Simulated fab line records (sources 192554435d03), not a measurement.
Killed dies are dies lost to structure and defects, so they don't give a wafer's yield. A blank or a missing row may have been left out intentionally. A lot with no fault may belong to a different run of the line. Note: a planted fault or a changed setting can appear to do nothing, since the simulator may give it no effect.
Chamber matching | flow n5 finfet | rie diel-03 running N5_MOL_CONTACT_COAG_STRIP_72: 4 sister chambers
The step strips in N2/H2. 4 wafers are shown with their chamber, then 9 later ones without.

## WAFERS PAIRED WITH THEIR CHAMBERS
wafer  | chamber | drypump motor current A (A)
L074.4 | 0       | 5.8
L086.2 | 2       | 5.3
L086.4 | 3       | 5.5
L086.6 | 1       | 6.3

## WAFERS WITH NO CHAMBER GIVEN
wafer  | drypump motor current A (A)
L090.2 | 5.4
L090.4 | 5.8
L090.5 | 5.3
L094.2 | 6.4
L094.3 | 5.8
L094.5 | 6.3
L096.4 | 5.8
L096.5 | 6.3
L096.6 | 5.5

## CHAMBER TAKEN BY EACH
wafer  | from the rows above     | in truth
L090.2 | can't be placed: 3 or 2 | 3
L090.4 | 0                       | 0
L090.5 | 2                       | 2
L094.2 | 1                       | 1
L094.3 | 0                       | 0
L094.5 | 1                       | 1
L096.4 | 0                       | 0
L096.5 | 1                       | 1
L096.6 | 3                       | 3
Correct placement for 8 of the 9. Can't be placed from these rows: 1 (the true chamber is among the candidates in 1). Number placed wrongly: 0.
How it was worked out, from the rows above alone: a wafer's distance from a chamber is the root of the sum, over the readings, of the square of ((its reading less the chamber's mean) divided by the reading's scatter). The wafer belongs to the nearest chamber; if the next one is less than 2 further off, it can't be placed. For every chamber, the mean is computed from those of its wafers that are shown. The scatter (one wafer shown for each chamber): square how far every hidden wafer sits from the nearest shown wafer, average those squares and take the square root.
